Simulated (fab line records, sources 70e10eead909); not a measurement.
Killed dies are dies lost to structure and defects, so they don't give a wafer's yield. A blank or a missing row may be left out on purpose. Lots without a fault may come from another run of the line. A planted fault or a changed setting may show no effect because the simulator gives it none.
A struck lot beside a sound one | flow nand_harc | 15 steps out of a route of 1159
Sound: wafers L478.2, L478.3, L478.6. Struck: wafer L479.1. (L479.3, L479.5 of the same lot were not struck and are left out.) The cause comes at the end.
At each step with rows: each side's tool, then ch and its chambers, then its first start. Under that, the readings that differ: sound wafers | struck wafers | difference of the means | sigmas: that difference in standard deviations of wafers without a fault.
alike: readings whose means differ by less than 2 such deviations, and words and numbers that are the same on both sides. not compared: withheld readings, readings that some wafer has no value for, bounds like >300 that may hide the same value, and numbers for which the record gives no deviation and whose values overlap.
The two part at a step that has a row with sigmas, a row that says differs or no value, or rows on one side only. Numbers that don't overlap but have no deviation are shown without sigmas and don't part them. A reading that every wafer of one side lacks parts them only if that side has two wafers or more.

first, 6 steps without rows for these wafers: NHARC_A_CHANNEL_HOLE_D1_COAT_04 (resist thk 90 nm); NHARC_A_CHANNEL_HOLE_D1_SOFTBAKE_05 (time 55 s); NHARC_A_CHANNEL_HOLE_D1_EBR_06; NHARC_A_CHANNEL_HOLE_D1_EXPOSE_07 (exposes mask HOLE D1, target cd 100 nm); NHARC_A_CHANNEL_HOLE_D1_PEB_08 (peb time 65 s); NHARC_A_CHANNEL_HOLE_D1_DEVELOP_09 (develop time 35 s).
NHARC_A_CHANNEL_HOLE_D1_CD_MEAS_10: target cd 100 nm.
  sound on cd_sem-03 ch 0, day 8 05:09; struck on cd_sem-02 ch 0, day 9 01:20
  alike: cd_nm
NHARC_A_CHANNEL_HOLE_D1_OVL_MEAS_11:
  sound on overlay-01, day 8 05:14; struck on overlay-01, day 9 01:26
  reading           | sound       | struck | difference | sigmas
  overlay_y_nm (nm) | 2.9 2.9 2.9 | 0.6    | -2.3       | -2
  alike: overlay_x_nm
NHARC_A_CHANNEL_HOLE_D1_INSPECT_12:
  sound on defect_inspect-02, day 8 05:16; struck on defect_inspect-01, day 9 01:28
  alike: raw_defect_count
NHARC_A_CHANNEL_HOLE_D1_DESCUM_15: chemistry O2, time 3 s.
  sound on rie_diel-10 ch 1,2,3, day 8 05:20; struck on rie_diel-10 ch 1, day 9 01:33
  reading      | sound          | struck | difference | sigmas
  rf_vpp_V (V) | 54.9 56.7 57.0 | 58.2   | +2.0       | +2
  alike: drypump_motor_current_A, oes_product_au, showerhead_plenum_p_Torr, throttle_valve_pct
  not compared: rf_hours_counter_h
NHARC_A_CHANNEL_HOLE_D1_ETCH_38: etches the open film in CF4, target depth 39 nm, time 65 s.
  sound on rie_diel-10 ch 1,2,3, day 8 05:25; struck on rie_diel-10 ch 2, day 9 01:37
  reading              | sound             | struck | difference | sigmas
  cf4_flow_sccm (sccm) | 149.7 149.7 149.7 | 148.4  | -1.3       | -3
  rf_fwd_power_W (W)   | 298.8 298.9 298.4 | 295.8  | -2.9       | -3
  alike: drypump_motor_current_A, oes_product_au, rf_vpp_V, run_length_s, showerhead_plenum_p_Torr, throttle_valve_pct
  not compared: rf_hours_counter_h
NHARC_A_CHANNEL_HOLE_D1_ETCH_39: etches the open film in N2/H2, target depth 260 nm, time 325 s.
  sound on rie_diel-10 ch 0,3; struck on rie_diel-10 ch 2
  alike: drypump_motor_current_A, oes_product_au, rf_fwd_power_W, rf_vpp_V, run_length_s, showerhead_plenum_p_Torr, throttle_valve_pct
  not compared: rf_hours_counter_h
NHARC_A_CHANNEL_HOLE_D1_ETCH_34: etches the open film in CF4/CHF3, target depth 154 nm, time 77 s.
  sound on rie_diel-10 ch 0,2,3, day 8 05:46; struck on rie_diel-10 ch 0, day 9 01:58
  reading          | sound          | struck | difference | sigmas
  run_length_s (s) | 98.4 97.8 98.0 | 91.7   | -6.4       | -14
  alike: cf4_flow_sccm, drypump_motor_current_A, oes_product_au, rf_vpp_V, showerhead_plenum_p_Torr, throttle_valve_pct
  not compared: rf_fwd_power_W, rf_hours_counter_h
NHARC_A_CHANNEL_HOLE_D1_ETCH_16: etches the open film in O2/COS, target depth 3100 nm, time 806 s.
  sound on rie_diel-10 ch 0,1,2; struck on rie_diel-10 ch 1
  alike: drypump_motor_current_A, oes_product_au, rf_fwd_power_W, rf_vpp_V, run_length_s, showerhead_plenum_p_Torr, throttle_valve_pct
  not compared: rf_hours_counter_h
-- the record jumps here: 10 days lie between the struck wafers' starts before and after (it left off in module A_CHANNEL_HOLE_D1 and takes up again in module END, whose first step shown is number 1159 of the route) --
NHARC_END_SORT_01:
  the record has rows for the struck wafers here (prober-01 ch 0, day 19 12:23) and none for the sound ones

WHERE THEY PART
First at NHARC_A_CHANNEL_HOLE_D1_OVL_MEAS_11; last, within this record, at NHARC_END_SORT_01.

WHY: what the simulator had put in
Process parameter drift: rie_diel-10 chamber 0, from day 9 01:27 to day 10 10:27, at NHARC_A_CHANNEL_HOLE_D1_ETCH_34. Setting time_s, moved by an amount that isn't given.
